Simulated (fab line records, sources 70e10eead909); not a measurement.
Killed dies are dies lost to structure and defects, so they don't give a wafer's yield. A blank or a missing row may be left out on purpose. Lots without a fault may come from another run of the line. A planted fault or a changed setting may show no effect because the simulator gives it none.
fab line records | flow nand_harc | part 1 of 2: steps 1 to 20 of 30
record lots=5 wafers=15 last_day=32
route steps=1302 shown A_SLIT@935 A_SIN_REMOVE@947 A_WL_FILL@952
lots that met no fault: from a run of the same line without faults
start_h: hours from the record's first day to the start of the lot's first wafer shown | wait_h: hours since the lot's step before | " the same as in the row above | L1.1+2: a row that stands for several wafers | - no value, or no start given | * or withheld: withheld | < > ~ a bound
route shown NAME@n: a module of which the file shows steps, and the number in the route of the first | usual: mean/standard deviation of fault-free wafers | same: alike in all rows | chamber/n: place in a boat | sites: the reading at each site | _std_site: their standard deviation | _edge_site: outer sites' mean less inner sites' | radius_mm: how far each site lies from the wafer's centre | mask NAME#n: copy n | behind: the tool/chamber that last shaped the wafer | hold: why the lot was held/for how many hours/how that ended | device: the transistor (n, p or np) that didn't switch | end of line: the same wafers' tests at the end of the route | a step without rows: its recipe alone | killed: dies lost to structure and defects at the first sort, not the wafer's yield | map: a wafer's dies, x killed, . not, _ none there
set.NAME: the setting as run; set.NAME@STEP: as run at that earlier step | model.NAME: the simulator's own value behind a step, which no gauge read
lots at some steps of the route; a table a step, a row a wafer
services: from which hour (start_h, from the record's first day; less than 0 if before it) a tool's chamber was out of use, for how many hours, and why
## steps
# step NHARC_A_SLIT_INSPECT_11
# usual raw_defect_count=60/25
# columns lot.wafer tool chamber start_h wait_h raw_defect_count
L075.3 defect_inspect-02 - 464.94 0.0 61
L075.4 " - " " 64
L075.6 " - " " 60
L077.4 defect_inspect-01 - 476.42 0.0 112
L077.5 " - " " 105
L077.6 " - " " 108
L085.2 defect_inspect-01 - 563.43 0.0 85
L085.3 " - " " 41
L085.4 " - " " 68
L088.1 defect_inspect-01 - 593.14 0.0 57
L088.2 " - " " 43
L088.3 " - " " 45
L095.1 defect_inspect-02 - 659.68 0.0 47
L095.4 " - " " 48
L095.6 " - " " 50
# step NHARC_A_SLIT_DESCUM_14
# recipe time_s=3 o2_flow_sccm=200 ar_flow_sccm=0 bias_power_w=0 chemistry=O2
# usual drypump_motor_current_A=5.7/0.38 oes_product_au=1.003/0.015 rf_vpp_V=57.9/0.86 showerhead_plenum_p_Torr=1.93/0.081 throttle_valve_pct=11.312/0.0095
# columns lot.wafer tool chamber start_h wait_h drypump_motor_current_A oes_product_au rf_hours_counter_h rf_vpp_V showerhead_plenum_p_Torr throttle_valve_pct
L075.3 rie_diel-08 3 465.01 0.1 5.4 1.028 6.1 57.1 2.03 11.301
L075.4 " 0 " " 5.1 0.993 6.9 57.6 1.96 11.329
L075.6 " 3 " " 5.4 1.021 - 57.7 2.03 11.294
L077.4 rie_diel-01 1 476.49 0.1 6.4 1.020 3.2 57.2 1.96 11.315
L077.6 " 0 " " 5.8 1.001 - 59.3 2.03 11.293
L077.5 " 1 " " 6.3 1.028 - 57.1 1.96 11.301
L085.2 rie_diel-08 1 563.49 0.1 6.3 0.991 1.0 57.9 1.93 11.322
L085.4 " 2 " " 5.2 1.023 0.6 57.6 1.93 11.319
L085.3 " 3 " " 5.4 1.003 0.6 58.3 2.03 11.326
L088.3 rie_diel-01 1 593.20 0.1 6.3 1.022 1.5 57.2 1.96 11.295
L088.2 " 2 " " 5.5 0.987 1.6 58.1 1.92 11.324
L088.1 " 0 " " 5.8 0.990 1.4 57.5 2.03 11.320
L095.1 rie_diel-02 2 659.75 0.1 5.7 0.993 3.5 57.8 1.99 11.313
L095.6 " 0 " " 5.7 0.986 - 56.9 1.81 11.321
L095.4 " 3 " " 5.9 0.990 - 56.1 1.78 11.311
# step NHARC_A_SLIT_ETCH_24
# recipe target_depth_a=1210 time_s=60.5 cf4_flow_sccm=100 chf3_flow_sccm=30 ar_flow_sccm=0 rf_w=500 bias_w=200 chemistry=CF4/CHF3
# usual chf3_flow_sccm=30.00/0.084 drypump_motor_current_A=5.7/0.37 oes_product_au=0.960/0.021 rf_vpp_V=371.1/2.3 showerhead_plenum_p_Torr=1.59/0.064 throttle_valve_pct=16.802/0.008
# columns lot.wafer tool chamber start_h wait_h chf3_flow_sccm drypump_motor_current_A oes_product_au rf_hours_counter_h rf_vpp_V showerhead_plenum_p_Torr throttle_valve_pct
L075.4 rie_diel-08 0 465.09 0.1 30.05 5.1 0.980 6.9 372.3 1.61 16.794
L075.3 " 1 " " 29.98 6.3 0.973 6.9 371.2 1.58 16.803
L075.6 " 0 " " 30.10 5.1 0.976 - 371.1 1.61 16.819
L077.4 rie_diel-01 0 476.56 0.1 30.12 5.9 0.962 3.1 375.9 1.67 16.805
L077.5 " 0 " " 30.11 5.8 0.968 - 374.0 1.67 16.805
L077.6 " 1 " " 29.88 6.4 0.982 - 371.7 1.61 16.792
L085.3 rie_diel-08 3 563.58 0.1 30.00 5.4 1.004 0.6 373.9 1.67 16.792
L085.2 " 0 " " 30.00 5.1 0.968 1.1 371.7 1.61 16.809
L085.4 " 1 " " 30.06 6.3 0.951 1.0 371.3 1.58 16.812
L088.3 rie_diel-01 0 593.28 0.1 29.88 5.8 0.921 1.4 373.8 1.67 16.796
L088.2 " 1 " " 29.93 6.4 0.960 1.5 373.0 1.61 16.812
L088.1 " 2 " " 29.88 5.4 0.917 1.6 371.0 1.58 16.805
L095.1 rie_diel-02 0 659.86 0.1 30.00 5.7 0.939 3.7 368.8 1.50 16.819
L095.6 " 2 " " 30.09 5.6 0.955 - 373.3 1.64 16.802
L095.4 " 3 " " 29.95 5.9 0.951 - 366.5 1.47 16.791
# step NHARC_A_SLIT_ETCH_15
# recipe target_depth_a=62000 over_etch_frac=0.3 time_s=1612 ion_energy_ev=150 o2_flow_sccm=400 cos_flow_sccm=20 ar_flow_sccm=0 rf_w=500 bias_w=300 chemistry=O2/COS
# usual drypump_motor_current_A=5.7/0.38 oes_product_au=1.002/0.014 rf_vpp_V=314.6/2 showerhead_plenum_p_Torr=3.15/0.13 throttle_valve_pct=28.330/0.0092
# columns lot.wafer tool chamber start_h wait_h drypump_motor_current_A oes_product_au rf_hours_counter_h rf_vpp_V showerhead_plenum_p_Torr throttle_valve_pct
L075.3 rie_diel-08 1 - - 6.3 0.983 7.2 313.6 3.14 28.325
L075.4 " 2 " " 5.2 1.000 6.3 314.3 3.15 28.324
L075.6 " 0 " " 5.1 0.996 - 316.8 3.20 28.320
L077.4 rie_diel-01 1 - - 6.4 1.018 3.4 315.3 3.20 28.326
L077.5 " 3 " " 5.8 1.008 - 315.9 3.20 28.319
L077.6 " 0 " " 5.8 0.994 - 317.3 3.31 28.345
L085.2 rie_diel-08 2 - - 5.2 1.019 0.8 314.5 3.15 28.354
L085.4 " 3 " " 5.4 1.015 0.9 316.8 3.30 28.337
L085.3 " 0 " " 5.1 0.993 1.3 314.3 3.20 28.345
L088.2 rie_diel-01 2 - - 5.5 0.977 1.8 313.4 3.14 28.344
L088.3 " 0 " " 5.8 0.979 1.7 315.7 3.30 28.341
L088.1 " 1 " " 6.4 1.006 1.8 315.0 3.19 28.334
L095.1 rie_diel-02 3 - - 5.9 0.985 4.0 312.0 2.91 28.328
L095.4 " 3 " " 5.9 0.987 - 311.0 2.91 28.322
L095.6 " 0 " " 5.7 0.984 - 311.7 2.97 28.340
# step NHARC_A_SLIT_ETCH_17
# recipe bias_v=900 source_w=withheld pressure_mtorr=20 ar_flow_sccm=375 c4f8_flow_sccm=83.3 o2_flow_sccm=41.7 time_s=4254.5 target_depth_a=2.03e+05 chemistry=C4F8/O2/Ar
# usual drypump_motor_current_A=5.3/0.44 showerhead_plenum_p_Torr=3.74/0.17 throttle_valve_pct=32.045/0.0091
# columns lot.wafer tool chamber start_h wait_h drypump_motor_current_A rf_hours_counter_h showerhead_plenum_p_Torr throttle_valve_pct
L075.4 har_etch-02 0 467.46 - 4.8 - 3.92 32.034
L075.3 " 1 " " 5.4 - 3.92 32.045
L075.6 " 1 469.28 - 5.4 - 3.92 32.040
L077.4 har_etch-01 0 480.02 - 6.0 - 3.53 32.061
L077.5 " 1 " " 5.1 - 3.65 32.043
L077.6 " 0 " " 6.0 - 3.53 32.038
L085.2 har_etch-02 1 565.54 - 5.4 96 3.89 32.029
L085.4 " 0 " " 4.9 - 3.89 32.053
L085.3 " 1 " " 5.4 - 3.89 32.024
L088.2 har_etch-02 0 595.75 - 4.8 119 3.87 32.036
L088.1 " 1 " " 5.4 119 3.87 32.036
L088.3 " 0 " " 4.8 - 3.87 32.033
L095.1 har_etch-02 1 664.79 - 5.4 153 3.85 32.049
L095.4 " 0 666.64 - 4.8 - 3.85 32.026
L095.6 " 1 " " 5.4 - 3.85 32.067
# step NHARC_A_SLIT_ETCH_26
# recipe bias_v=400 source_w=2000 pressure_mtorr=25 time_s=90 ar_flow_sccm=375 c4f8_flow_sccm=41.7 o2_flow_sccm=83.3 target_depth_a=4000 chemistry=C4F8/O2/Ar
# usual drypump_motor_current_A=5.3/0.43 showerhead_plenum_p_Torr=3.77/0.17 throttle_valve_pct=27.619/0.0081
# columns lot.wafer tool chamber start_h wait_h drypump_motor_current_A rf_hours_counter_h showerhead_plenum_p_Torr throttle_valve_pct
L075.4 har_etch-02 0 469.95 1.9 4.9 - 3.96 27.621
L075.3 " 1 " " 5.4 - 3.96 27.608
L075.6 " 1 " " 5.4 - 3.96 27.628
L077.4 har_etch-01 0 481.94 1.3 6.0 - 3.56 27.614
L077.5 " 1 " " 5.1 - 3.68 27.636
L077.6 " 0 " " 6.0 - 3.56 27.623
L085.2 har_etch-02 1 568.56 2.4 5.4 99 3.92 27.601
L085.4 " 0 " " 4.8 - 3.92 27.602
L085.3 " 1 " " 5.4 - 3.92 27.612
L088.2 har_etch-02 0 599.36 3.0 4.8 122 3.91 27.619
L088.1 " 1 " " 5.4 122 3.91 27.633
L088.3 " 0 " " 4.8 - 3.91 27.617
L095.1 har_etch-02 1 668.49 3.1 5.4 156 3.89 27.607
L095.4 " 0 " " 4.8 - 3.89 27.623
L095.6 " 1 " " 5.3 - 3.89 27.628
# step NHARC_A_SLIT_STRIP_28
# recipe o2_flow_sccm=400 cos_flow_sccm=20 ar_flow_sccm=0 bias_w=0 chemistry=O2/COS
# columns lot.wafer tool chamber start_h wait_h
L075.3+4+6 rie_diel-01 3,0,1 470.69 0.7
L077.4+6+5 rie_diel-02 1,0,1 482.65 0.7
L085.2+3+4 rie_diel-02 0,1,3 569.31 0.7
L088.1+3+2 rie_diel-01 1,2,0 600.15 0.7
L095.1+4+6 rie_diel-02 2,3,0 669.30 0.8
# step NHARC_A_SLIT_ETCH_29
# recipe target_depth_a=1000 overetch_a=100 time_s=55 ion_energy_ev=100 cf4_flow_sccm=80 o2_flow_sccm=20 ar_flow_sccm=0 rf_w=300 bias_w=100 chemistry=CF4/O2
# usual drypump_motor_current_A=5.6/0.36 oes_ar_750_au=1.000/0.0048 oes_product_au=1.002/0.015 rf_vpp_V=197.9/1.3 showerhead_plenum_p_Torr=1.34/0.059 throttle_valve_pct=13.397/0.0089
# columns lot.wafer tool chamber start_h wait_h drypump_motor_current_A oes_ar_750_au oes_product_au rf_hours_counter_h rf_vpp_V showerhead_plenum_p_Torr throttle_valve_pct
L075.4 rie_diel-01 3 470.77 0.1 5.8 0.998 1.030 2.5 197.9 1.37 13.387
L075.3 " 1 " " 6.3 0.999 1.031 2.9 199.2 1.37 13.393
L075.6 " 2 " " 5.5 1.004 1.019 - 198.1 1.34 13.391
L077.4 rie_diel-02 1 482.74 0.1 5.4 0.996 1.014 3.1 196.9 1.26 13.387
L077.6 " 1 " " 5.3 1.001 1.011 - 196.9 1.26 13.393
L077.5 " 2 " " 5.6 0.994 0.996 - 199.7 1.39 13.396
L085.3 rie_diel-02 1 569.41 0.1 5.4 0.999 1.008 8.7 195.3 1.26 13.398
L085.4 " 2 " " 5.6 1.001 1.003 9.8 197.9 1.39 13.392
L085.2 " 3 " " 5.9 1.003 1.008 7.4 195.8 1.24 13.409
L088.1 rie_diel-01 0 600.27 0.1 5.8 1.017 0.992 2.0 200.4 1.42 13.391
L088.2 " 1 " " 6.4 1.001 1.006 2.1 196.7 1.37 13.412
L088.3 " 2 " " 5.5 0.999 0.989 2.6 196.0 1.34 13.393
L095.1 rie_diel-02 1 669.38 0.1 5.3 0.995 1.026 1.6 197.4 1.26 13.392
L095.4 " 3 " " 5.9 1.009 1.001 4.9 196.3 1.24 13.400
L095.6 " 1 " " 5.3 1.005 1.025 - 196.7 1.26 13.394
# step NHARC_A_SLIT_STRIP_18
# recipe o2_flow_sccm=500 ar_flow_sccm=0 bias_w=0 chemistry=O2
# usual drypump_motor_current_A=5.7/0.36 oes_product_au=1.003/0.014 rf_vpp_V=57.7/0.98 showerhead_plenum_p_Torr=3.54/0.15 throttle_valve_pct=17.036/0.0098
# columns lot.wafer tool chamber start_h wait_h drypump_motor_current_A oes_product_au rf_hours_counter_h rf_vpp_V showerhead_plenum_p_Torr throttle_valve_pct
L075.3 rie_diel-01 2 - - 5.5 1.008 2.6 57.0 3.55 17.039
L075.4 " 0 " " 5.8 1.001 2.8 59.6 3.74 17.026
L075.6 " 1 " " 6.3 1.017 - 57.8 3.61 17.043
L077.4 rie_diel-02 2 - - 5.7 0.994 4.5 57.5 3.67 17.027
L077.6 " 2 " " 5.7 1.004 - 58.3 3.67 17.043
L077.5 " 3 " " 5.9 1.012 - 55.5 3.30 17.044
L085.3 rie_diel-02 2 - - 5.7 1.006 9.8 57.6 3.67 17.035
L085.2 " 3 " " 5.9 1.007 7.4 58.6 3.29 17.033
L085.4 " 0 " " 5.7 0.990 9.1 58.5 3.36 17.047
L088.3 rie_diel-01 0 - - 5.8 0.994 2.0 58.1 3.73 17.040
L088.2 " 1 " " 6.3 1.023 2.2 56.2 3.61 17.038
L088.1 " 2 " " 5.5 0.991 2.6 57.8 3.54 17.031
L095.4 rie_diel-02 3 - - 5.9 0.996 4.9 56.4 3.29 17.039
L095.1 " 0 " " 5.7 0.981 4.9 57.7 3.36 17.030
L095.6 " 1 " " 5.4 1.013 - 56.5 3.33 17.027
# step NHARC_A_SLIT_PRECLEAN_19
# recipe time_s=* temp_c=50 bath_age_min=0 chemistry=SC1
# columns lot.wafer tool chamber start_h wait_h
L075.4+6+3 wet_bench-07 2,5,6 471.16 -
L077.5+6+4 wet_bench-01 3,4,5 483.13 -
L085.3+2+4 wet_bench-02 4,5,7 569.82 -
L088.2+3+1 wet_bench-07 1,3,4 600.73 -
L095.1+4+6 wet_bench-07 5,7,0 669.78 -
# step NHARC_A_SLIT_SRD_20
# columns lot.wafer tool chamber start_h wait_h
L075.4+6+3 wet_bench-07 2,5,6 - -
L077.5+6+4 wet_bench-01 3,4,5 - -
L085.3+2+4 wet_bench-02 4,5,7 - -
L088.2+3+1 wet_bench-07 1,3,4 - -
L095.1+4+6 wet_bench-07 5,7,0 - -
# step NHARC_A_SLIT_CD_MEAS_21
# usual cd_nm=289.6/0.93
# columns lot.wafer tool chamber start_h wait_h cd_nm
L075.3 cd_sem-03 - 471.31 - 289.6
L075.4 " - " " 289.8
L075.6 " - " " 290.8
L077.4 cd_sem-01 - 483.29 - 288.5
L077.5 " - " " 289.9
L077.6 " - " " 288.5
L085.2 cd_sem-01 - 569.95 - 289.9
L085.3 " - " " 290.0
L085.4 " - " " 290.3
L088.1 cd_sem-03 - 600.87 - 288.7
L088.2 " - " " 288.3
L088.3 " - " " 289.4
L095.1 cd_sem-03 - 669.91 - 290.7
L095.4 " - " " 288.7
L095.6 " - " " 289.5
# step NHARC_A_SIN_REMOVE_WET_00
# recipe temp_c=160 time_s=15300 chemistry=H3PO4
# columns lot.wafer tool chamber start_h wait_h
L075.3+4+6 wet_h3po4-01 0 472.76 1.4
L077.4+5+6 wet_h3po4-02 1 484.26 1.0
L085.2+3+4 wet_h3po4-02 1 571.62 1.7
L088.1+2+3 wet_h3po4-02 0 604.00 3.1
L095.1+4+6 wet_h3po4-02 1 671.58 1.7
# step NHARC_A_SIN_REMOVE_PRECLEAN_01
# recipe time_s=* temp_c=50 bath_age_min=0 chemistry=SC1
# columns lot.wafer tool chamber start_h wait_h
L075.3+4+6 wet_bench-09 5,7,2 477.52 0.0
L077.5+6+4 wet_bench-09 2,5,6 489.06 0.0
L085.2+4+3 wet_bench-04 6,7,0 576.45 0.0
L088.1+3+2 wet_bench-04 7,1,2 608.87 0.0
L095.4+1+6 wet_bench-04 0,1,4 676.41 0.0
# step NHARC_A_SIN_REMOVE_SRD_02
# columns lot.wafer tool chamber start_h wait_h
L075.3+4+6 wet_bench-09 5,7,2 - -
L077.5+6+4 wet_bench-09 2,5,6 - -
L085.2+4+3 wet_bench-04 6,7,0 - -
L088.1+3+2 wet_bench-04 7,1,2 - -
L095.4+1+6 wet_bench-04 0,1,4 - -
# step NHARC_A_SIN_REMOVE_INSPECT_04
# usual raw_defect_count=394/80
# columns lot.wafer tool chamber start_h wait_h raw_defect_count
L075.3 defect_inspect-01 - 477.72 0.0 394
L075.4 " - " " 519
L075.6 " - " " 383
L077.4 defect_inspect-01 - 489.24 0.0 397
L077.5 " - " " 347
L077.6 " - " " 410
L085.2 defect_inspect-01 - 576.63 0.0 530
L085.3 " - " " 507
L085.4 " - " " 542
L088.1 defect_inspect-02 - 609.04 0.0 477
L088.2 " - " " 392
L088.3 " - " " 652
L095.1 defect_inspect-02 - 676.59 0.0 447
L095.4 " - " " 302
L095.6 " - " " 300
# step NHARC_A_WL_FILL_ALD_00
# recipe target_thk_a=30 pulse_time_s=3 ald_cycles=30 temp_c=300 material=Al2O3
# usual heater_power_w=458/30 precursor_pulse_height_rel=0.997/0.019
# same ald_cycles=30
# columns lot.wafer tool chamber start_h wait_h heater_power_w precursor_pulse_height_rel since_wet_clean_h
L075.3 ald_hk-03 2 477.96 0.2 476 1.027 71
L075.4 " 3 " " 447 1.008 71
L075.6 " 1 " " 388 0.982 -
L077.4 ald_hk-03 3 489.39 0.1 457 0.977 83
L077.5 " 0 " " 484 0.990 -
L077.6 " 1 " " 392 0.990 -
L085.3 ald_hk-02 1 576.69 0.1 452 0.966 37
L085.4 " 2 " " 457 1.037 37
L085.2 " 3 " " 488 0.998 37
L088.1 ald_hk-04 2 609.11 0.1 442 0.998 166
L088.3 " 3 " " 493 0.996 166
L088.2 " 0 " " 426 0.982 166
L095.4 ald_hk-04 3 676.66 0.1 484 0.987 55
L095.1 " 0 " " 444 1.011 55
L095.6 " 3 " " 476 1.024 -
# step NHARC_A_WL_FILL_RTA_01
# recipe temp_c=1000 time_s=5
# usual lamp_power_pct=31.5/2.6 lamp_zone_7_pct=32.0/2.7 wafer_temp_C_max=1003.2/0.92
# columns lot.wafer tool chamber start_h wait_h lamp_power_pct lamp_zone_7_pct wafer_temp_C_max
L075.3 rtp_anneal-02 0 478.25 - 33.8 34.5 1003.3
L075.4 " 0 " " 33.9 34.4 1003.2
L075.6 " 0 " " 33.9 34.5 1003.5
L077.4 rtp_anneal-02 0 489.65 - 33.9 34.5 1003.7
L077.5 " 0 " " 33.9 34.4 1003.4
L077.6 " 0 " " 33.9 34.5 1004.5
L085.2 rtp_anneal-02 0 576.98 - 33.9 34.5 1003.4
L085.3 " 0 " " 33.9 34.5 1003.3
L085.4 " 0 " " 33.9 34.5 1003.2
L088.1 rtp_anneal-01 0 609.37 - 28.6 29.1 1002.6
L088.2 " 0 " " 28.7 29.1 1001.9
L088.3 " 0 " " 28.7 29.1 1002.5
L095.1 rtp_anneal-02 0 676.93 - 34.0 34.5 1002.8
L095.4 " 0 " " 33.9 34.5 1002.1
L095.6 " 0 " " 33.9 34.5 1002.9
# step NHARC_A_WL_FILL_ALD_02
# recipe target_thk_a=20 pulse_time_s=3 ald_cycles=100 temp_c=450 material=TiN
# usual heater_power_w=1108/120 precursor_pulse_height_rel=0.999/0.019
# same ald_cycles=100
# columns lot.wafer tool chamber start_h wait_h heater_power_w precursor_pulse_height_rel since_wet_clean_h
L075.3 ald_metal-01 0 478.51 0.2 1007 1.036 121
L075.4 " 1 " " 895 1.017 -
L075.6 " 3 " " 1182 0.990 -
L077.4 ald_metal-02 2 489.90 0.2 936 0.999 48
L077.6 " 3 " " 1227 1.013 -
L077.5 " 0 " " 1121 0.998 -
L085.2 ald_metal-02 1 577.17 0.2 1190 0.991 135
L085.4 " 2 " " 910 0.988 135
L085.3 " 0 " " 1137 0.989 135
L088.2 ald_metal-02 0 609.59 0.2 1127 0.975 168
L088.3 " 1 " " 1189 0.980 168
L088.1 " 2 " " 916 1.020 168
L095.1 ald_metal-02 3 677.14 0.2 1321 1.018 57
L095.4 " 2 " " 968 1.051 57
L095.6 " 0 " " 1066 1.003 -
# step NHARC_A_WL_FILL_CVD_03
# recipe target_thk_a=400 temp_c=300 pressure_torr=40 wf6_flow_sccm=40 h2_flow_sccm=1600 ar_flow_sccm=1560 time_s=279 material=W
# usual heater_power_w=501/24 throttle_valve_pct=7.9/0.32
# columns lot.wafer tool chamber start_h wait_h heater_power_w since_wet_clean_h throttle_valve_pct
L075.3 cvd_w-02 1 479.03 0.2 506 - 7.5
L075.4 " 0 " " 464 - 7.6
L075.6 " 1 " " 499 - 7.5
L077.4 cvd_w-02 0 490.32 0.2 478 - 7.6
L077.6 " 0 " " 482 - 7.8
L077.5 " 1 " " 497 - 7.5
L085.2 cvd_w-01 0 577.65 0.1 523 17 8.0
L085.3 " 1 " " 503 - 8.3
L085.4 " 0 " " 527 - 7.6
L088.1 cvd_w-01 0 610.03 0.1 539 49 7.7
L088.2 " 1 " " 520 49 8.6
L088.3 " 0 " " 539 - 7.7
L095.1 cvd_w-02 1 677.63 0.1 484 34 7.5
L095.4 " 1 " " 473 - 7.6
L095.6 " 0 " " 491 - 7.6
